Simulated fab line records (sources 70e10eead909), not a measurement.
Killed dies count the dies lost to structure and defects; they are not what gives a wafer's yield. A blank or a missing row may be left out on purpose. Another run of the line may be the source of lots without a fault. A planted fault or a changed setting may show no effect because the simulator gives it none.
The tool behind it: which one? / flow nand_harc / 11 lots, 33 wafers sampled, at 5 steps of a route of 1159

## WHAT THE GAUGES SHOWED, per wafer
NHARC_A_M0_INSPECT_27. Usual: raw_defect_count 457, standard deviation 140.
lot=L516; measured=day 17 22:17; on=defect_inspect-02; raw_defect_count=608 650 636; flag=
lot=L515; measured=day 17 22:53; on=defect_inspect-01; raw_defect_count=388 311 417; flag=
lot=L517; measured=day 17 23:10; on=defect_inspect-01; raw_defect_count=406 448 434; flag=
lot=L521; measured=day 19 12:44; on=defect_inspect-02; raw_defect_count=374 473 415; flag=
lot=L526; measured=day 20 00:01; on=defect_inspect-02; raw_defect_count=557 371 578; flag=
lot=L525; measured=day 20 11:32; on=defect_inspect-02; raw_defect_count=646 625 652; flag=
lot=L524; measured=day 20 22:23; on=defect_inspect-02; raw_defect_count=509 401 423; flag=
lot=L529; measured=day 21 18:36; on=defect_inspect-01; raw_defect_count=378 342 380; flag=
lot=L533; measured=day 22 07:50; on=defect_inspect-02; raw_defect_count=340 266 215; flag=
lot=L535; measured=day 22 08:13; on=defect_inspect-02; raw_defect_count=405 328 343; flag=
lot=L538; measured=day 23 16:21; on=defect_inspect-02; raw_defect_count=463 388 491; flag=

NHARC_A_M1_INSPECT_11. Usual: raw_defect_count 32, standard deviation 15.
lot=L516; measured=day 17 23:56; on=defect_inspect-02; raw_defect_count=36 38 32; flag=
lot=L515; measured=day 18 00:22; on=defect_inspect-02; raw_defect_count=23 21 28; flag=
lot=L517; measured=day 18 00:41; on=defect_inspect-01; raw_defect_count=33 49 36; flag=
lot=L521; measured=day 19 14:15; on=defect_inspect-01; raw_defect_count=18 17 10; flag=
lot=L526; measured=day 20 01:33; on=defect_inspect-01; raw_defect_count=37 25 27; flag=
lot=L525; measured=day 20 13:18; on=defect_inspect-02; raw_defect_count=39 33 31; flag=
lot=L524; measured=day 20 23:55; on=defect_inspect-01; raw_defect_count=13 13 16; flag=
lot=L529; measured=day 21 20:08; on=defect_inspect-01; raw_defect_count=56 41 42; flag=
lot=L533; measured=day 22 09:23; on=defect_inspect-01; raw_defect_count=14 14 20; flag=
lot=L535; measured=day 22 09:45; on=defect_inspect-01; raw_defect_count=37 36 39; flag=
lot=L538; measured=day 23 18:05; on=defect_inspect-01; raw_defect_count=20 26 26; flag=

NHARC_END_SORT_01. Usual: defect_limited_yield 95.6 %, standard deviation 1.6; killed_at_array 26, standard deviation 11; killed_at_other 0.4, standard deviation 0.78; killed_at_periphery 3.4, standard deviation 2.4; killed_dies 29, standard deviation 11; killed_open 3.1, standard deviation 1.9; killed_short 1.9, standard deviation 1.4; sort_bin_2_pct 1.3 %, standard deviation 0.63; sort_bin_3_pct 0.20 %, standard deviation 0.18; sort_bin_4_pct 2.8 %, standard deviation 1.1; sort_n_pass 648, standard deviation 11; sort_rim_yield_pct 95 %, standard deviation 3.4; sort_yield_pct 95.6 %, standard deviation 1.6.
lot=L526; measured=day 23 10:12; on=prober-01; defect_limited_yield (%)=94.5 0 95.3; killed_at_array=37 670 31; killed_at_other=0 0 0; killed_at_periphery=0 7 1; killed_dies=37 677 32; killed_open=4 3 3; killed_short=2 1 3; sort_bin_2_pct (%)=1.2 97.2 1.5; sort_bin_3_pct (%)=0.15 0.30 0; sort_bin_4_pct (%)=4.1 2.5 3.2; sort_n_pass=640 0 645; sort_rim_yield_pct (%)=96 0 98; sort_yield_pct (%)=94.5 0 95.3; flag=OFF
lot=L525; measured=day 24 01:52; on=prober-01; defect_limited_yield (%)=94.7 95.9 0; killed_at_array=32 26 671; killed_at_other=0 0 0; killed_at_periphery=4 2 6; killed_dies=36 28 677; killed_open=8 3 7; killed_short=2 1 2; sort_bin_2_pct (%)=1.8 1.2 97.2; sort_bin_3_pct (%)=0.30 0.15 0.15; sort_bin_4_pct (%)=3.2 2.8 2.7; sort_n_pass=641 649 0; sort_rim_yield_pct (%)=95 100 0; sort_yield_pct (%)=94.7 95.9 0; flag=OFF
lot=L524; measured=day 24 08:08; on=prober-02; defect_limited_yield (%)=97.5 0 97.5; killed_at_array=16 674 13; killed_at_other=0 0 1; killed_at_periphery=1 3 3; killed_dies=17 677 17; killed_open=2 4 2; killed_short=4 1 0; sort_bin_2_pct (%)=0.4 97.9 1.0; sort_bin_3_pct (%)=0.15 0 0; sort_bin_4_pct (%)=1.9 2.1 1.5; sort_n_pass=660 0 660; sort_rim_yield_pct (%)=95 0 96; sort_yield_pct (%)=97.5 0 97.5; flag=OFF
lot=L533; measured=day 25 15:17; on=prober-01; defect_limited_yield (%)=98.5 98.1 98.1; killed_at_array=7 13 11; killed_at_other=0 0 0; killed_at_periphery=3 0 2; killed_dies=10 13 13; killed_open=2 3 2; killed_short=1 0 1; sort_bin_2_pct (%)=0.4 0.7 0.4; sort_bin_3_pct (%)=0 0.44 0; sort_bin_4_pct (%)=1.0 0.7 1.5; sort_n_pass=667 664 664; sort_rim_yield_pct (%)=99 98 95; sort_yield_pct (%)=98.5 98.1 98.1; flag=

## WHAT TOOL EACH LOT RAN ON (gives the tool, then ch and the chambers of the sampled wafers, and finally the start)
lot=L516; NHARC_A_M1_STRIP_18=rie_diel-05 ch 1,2,3, day 18 00:25; NHARC_A_BONDPAD_ETCH_12=rie_diel-03 ch 2,3, day 18 04:55
lot=L515; NHARC_A_M1_STRIP_18=rie_diel-05 ch 1,3, day 18 00:50; NHARC_A_BONDPAD_ETCH_12=rie_diel-03 ch 0,1,2, day 18 05:28
lot=L517; NHARC_A_M1_STRIP_18=rie_diel-11 ch 0,1,2, day 18 01:08; NHARC_A_BONDPAD_ETCH_12=rie_diel-06 ch 1,3, day 18 05:49
lot=L521; NHARC_A_M1_STRIP_18=rie_diel-07 ch 2,3, day 19 14:42; NHARC_A_BONDPAD_ETCH_12=rie_diel-03 ch 0,3, day 19 19:09
lot=L526; NHARC_A_M1_STRIP_18=rie_diel-07 ch 1,2,3, day 20 02:01; NHARC_A_BONDPAD_ETCH_12=rie_diel-03 ch 0,1,2, day 20 06:35
lot=L525; NHARC_A_M1_STRIP_18=rie_diel-11 ch 1,2, day 20 13:44; NHARC_A_BONDPAD_ETCH_12=rie_diel-03 ch 1,2, day 20 18:28
lot=L524; NHARC_A_M1_STRIP_18=rie_diel-07 ch 2,3, day 21 00:23; NHARC_A_BONDPAD_ETCH_12=rie_diel-03 ch 0,1,2, day 21 04:57
lot=L529; NHARC_A_M1_STRIP_18=rie_diel-05 ch 1,3, day 21 20:34; NHARC_A_BONDPAD_ETCH_12=rie_diel-04 ch 1,2, day 22 02:08
lot=L533; NHARC_A_M1_STRIP_18=rie_diel-05 ch 0,1,3, day 22 09:55; NHARC_A_BONDPAD_ETCH_12=rie_diel-04 ch 1,2,3, day 22 14:43
lot=L535; NHARC_A_M1_STRIP_18=rie_diel-11 ch 0,1,2, day 22 10:13; NHARC_A_BONDPAD_ETCH_12=rie_diel-06 ch 0,1,2, day 22 15:22
lot=L538; NHARC_A_M1_STRIP_18=rie_diel-07 ch 0,2, day 23 18:31; NHARC_A_BONDPAD_ETCH_12=rie_diel-03 ch 0,2,3, day 23 23:04
- NHARC_A_M1_STRIP_18: strips in N2/H2.
- NHARC_A_BONDPAD_ETCH_12: etches the open film in CHF3/O2, target depth 220 nm, time 110 s.

## AS READ BY THE TOOLS THEMSELVES (means over the sampled wafers that have a number; for cases with no such wafer, the mark the record gives instead)
NHARC_A_M1_STRIP_18. Usual: drypump_motor_current_A 5.7 A, standard deviation 0.58; oes_product_au 1.000 a.u., standard deviation 0.0084; power_w 1000 W, standard deviation 3; rf_vpp_V 90.9 V, standard deviation 1; showerhead_plenum_p_Torr 2.08 Torr, standard deviation 0.11; throttle_valve_pct 14.171 %, standard deviation 0.0091.
lot=L516; tool=rie_diel-05; drypump_motor_current_A (A)=5.5; oes_product_au (a.u.)=1.000; power_w (W)=1001; rf_vpp_V (V)=91.3; showerhead_plenum_p_Torr (Torr)=2.20; throttle_valve_pct (%)=14.160; flag=
lot=L515; tool=rie_diel-05; drypump_motor_current_A (A)=5.1; oes_product_au (a.u.)=0.989; power_w (W)=1002; rf_vpp_V (V)=91.8; showerhead_plenum_p_Torr (Torr)=2.19; throttle_valve_pct (%)=14.171; flag=
lot=L517; tool=rie_diel-11; drypump_motor_current_A (A)=5.7; oes_product_au (a.u.)=1.004; power_w (W)=998; rf_vpp_V (V)=90.7; showerhead_plenum_p_Torr (Torr)=2.07; throttle_valve_pct (%)=14.177; flag=
lot=L521; tool=rie_diel-07; drypump_motor_current_A (A)=6.2; oes_product_au (a.u.)=1.009; power_w (W)=997; rf_vpp_V (V)=90.0; showerhead_plenum_p_Torr (Torr)=1.99; throttle_valve_pct (%)=14.179; flag=
lot=L526; tool=rie_diel-07; drypump_motor_current_A (A)=6.0; oes_product_au (a.u.)=0.990; power_w (W)=1000; rf_vpp_V (V)=90.8; showerhead_plenum_p_Torr (Torr)=2.02; throttle_valve_pct (%)=14.171; flag=
lot=L525; tool=rie_diel-11; drypump_motor_current_A (A)=5.8; oes_product_au (a.u.)=0.996; power_w (W)=1001; rf_vpp_V (V)=90.7; showerhead_plenum_p_Torr (Torr)=1.98; throttle_valve_pct (%)=14.172; flag=
lot=L524; tool=rie_diel-07; drypump_motor_current_A (A)=6.3; oes_product_au (a.u.)=0.998; power_w (W)=1002; rf_vpp_V (V)=90.1; showerhead_plenum_p_Torr (Torr)=2.04; throttle_valve_pct (%)=14.165; flag=
lot=L529; tool=rie_diel-05; drypump_motor_current_A (A)=5.0; oes_product_au (a.u.)=0.995; power_w (W)=1001; rf_vpp_V (V)=92.0; showerhead_plenum_p_Torr (Torr)=2.20; throttle_valve_pct (%)=14.178; flag=
lot=L533; tool=rie_diel-05; drypump_motor_current_A (A)=5.5; oes_product_au (a.u.)=0.999; power_w (W)=999; rf_vpp_V (V)=91.6; showerhead_plenum_p_Torr (Torr)=2.17; throttle_valve_pct (%)=14.166; flag=
lot=L535; tool=rie_diel-11; drypump_motor_current_A (A)=5.7; oes_product_au (a.u.)=1.002; power_w (W)=1000; rf_vpp_V (V)=90.6; showerhead_plenum_p_Torr (Torr)=2.06; throttle_valve_pct (%)=14.180; flag=
lot=L538; tool=rie_diel-07; drypump_motor_current_A (A)=6.0; oes_product_au (a.u.)=0.994; power_w (W)=999; rf_vpp_V (V)=90.7; showerhead_plenum_p_Torr (Torr)=2.07; throttle_valve_pct (%)=14.174; flag=

NHARC_A_BONDPAD_ETCH_12. Usual: drypump_motor_current_A 5.6 A, standard deviation 0.65; oes_product_au 0.936 a.u., standard deviation 0.019; rf_vpp_V 371.6 V, standard deviation 2; run_length_s 131.4 s, standard deviation 0.35; showerhead_plenum_p_Torr 2.45 Torr, standard deviation 0.088; throttle_valve_pct 20.572 %, standard deviation 0.0093.
lot=L516; tool=rie_diel-03; drypump_motor_current_A (A)=5.1; oes_product_au (a.u.)=0.973; rf_vpp_V (V)=370.3; run_length_s (s)=131.7; showerhead_plenum_p_Torr (Torr)=2.39; throttle_valve_pct (%)=20.575; flag=
lot=L515; tool=rie_diel-03; drypump_motor_current_A (A)=5.5; oes_product_au (a.u.)=0.950; rf_vpp_V (V)=371.4; run_length_s (s)=131.4; showerhead_plenum_p_Torr (Torr)=2.45; throttle_valve_pct (%)=20.572; flag=
lot=L517; tool=rie_diel-06; drypump_motor_current_A (A)=6.4; oes_product_au (a.u.)=0.932; rf_vpp_V (V)=369.7; run_length_s (s)=131.3; showerhead_plenum_p_Torr (Torr)=2.40; throttle_valve_pct (%)=20.576; flag=
lot=L521; tool=rie_diel-03; drypump_motor_current_A (A)=5.6; oes_product_au (a.u.)=0.933; rf_vpp_V (V)=374.0; run_length_s (s)=131.1; showerhead_plenum_p_Torr (Torr)=2.52; throttle_valve_pct (%)=20.568; flag=
lot=L526; tool=rie_diel-03; drypump_motor_current_A (A)=5.5; oes_product_au (a.u.)=0.961; rf_vpp_V (V)=371.5; run_length_s (s)=105.6; showerhead_plenum_p_Torr (Torr)=2.45; throttle_valve_pct (%)=20.564; flag=OFF
lot=L525; tool=rie_diel-03; drypump_motor_current_A (A)=4.9; oes_product_au (a.u.)=0.949; rf_vpp_V (V)=370.7; run_length_s (s)=105.6; showerhead_plenum_p_Torr (Torr)=2.38; throttle_valve_pct (%)=20.562; flag=OFF
lot=L524; tool=rie_diel-03; drypump_motor_current_A (A)=5.4; oes_product_au (a.u.)=0.945; rf_vpp_V (V)=371.4; run_length_s (s)=105.5; showerhead_plenum_p_Torr (Torr)=2.45; throttle_valve_pct (%)=20.577; flag=OFF
lot=L529; tool=rie_diel-04; drypump_motor_current_A (A)=5.6; oes_product_au (a.u.)=0.969; rf_vpp_V (V)=372.4; run_length_s (s)=131.2; showerhead_plenum_p_Torr (Torr)=2.48; throttle_valve_pct (%)=20.575; flag=
lot=L533; tool=rie_diel-04; drypump_motor_current_A (A)=5.4; oes_product_au (a.u.)=0.919; rf_vpp_V (V)=370.4; run_length_s (s)=131.3; showerhead_plenum_p_Torr (Torr)=2.39; throttle_valve_pct (%)=20.568; flag=
lot=L535; tool=rie_diel-06; drypump_motor_current_A (A)=6.3; oes_product_au (a.u.)=0.930; rf_vpp_V (V)=371.7; run_length_s (s)=131.3; showerhead_plenum_p_Torr (Torr)=2.44; throttle_valve_pct (%)=20.572; flag=
lot=L538; tool=rie_diel-03; drypump_motor_current_A (A)=5.6; oes_product_au (a.u.)=0.911; rf_vpp_V (V)=371.9; run_length_s (s)=131.5; showerhead_plenum_p_Torr (Torr)=2.46; throttle_valve_pct (%)=20.579; flag=

## THE ANSWER, worked out from the rows above alone
Rule: take the mean of a lot's wafers that have a number; if it is more than 3 standard deviations from the usual mean, the lot is off. Also off: a lot with no number at a reading for which 4 or more lots have one. Any other lot the step has rows for is counted as sound. The gauges are gone through in route order, then the tools' own readings, and for those a lot's mean is taken as printed above. At the first step where some lot is off, the reading lying furthest off is the one used; lots without a number count as furthest.
Off: L526, L525, L524 (NHARC_END_SORT_01, sort_bin_2_pct). Neither off nor sound, because the step has no rows for them: L516, L515, L517, L521, L529, L535, L538.
A tool fits if, at a process step before that reading, it ran every lot that is off, and no sound lot after the first of them. Not tried: the gauges at NHARC_END_SORT_01; whatever is off there is also off at NHARC_A_BONDPAD_ETCH_12, on other tools, and gauge error can't account for it. One fits: NHARC_A_BONDPAD_ETCH_12 on rie_diel-03. It ran no sound lot before its first lot that is off in this sample, so the start can't be narrowed down.

## WHAT HAD BEEN PUT IN BY THE SIMULATOR
rie_diel-03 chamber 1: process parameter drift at NHARC_A_BONDPAD_ETCH_12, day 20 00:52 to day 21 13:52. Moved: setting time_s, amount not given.
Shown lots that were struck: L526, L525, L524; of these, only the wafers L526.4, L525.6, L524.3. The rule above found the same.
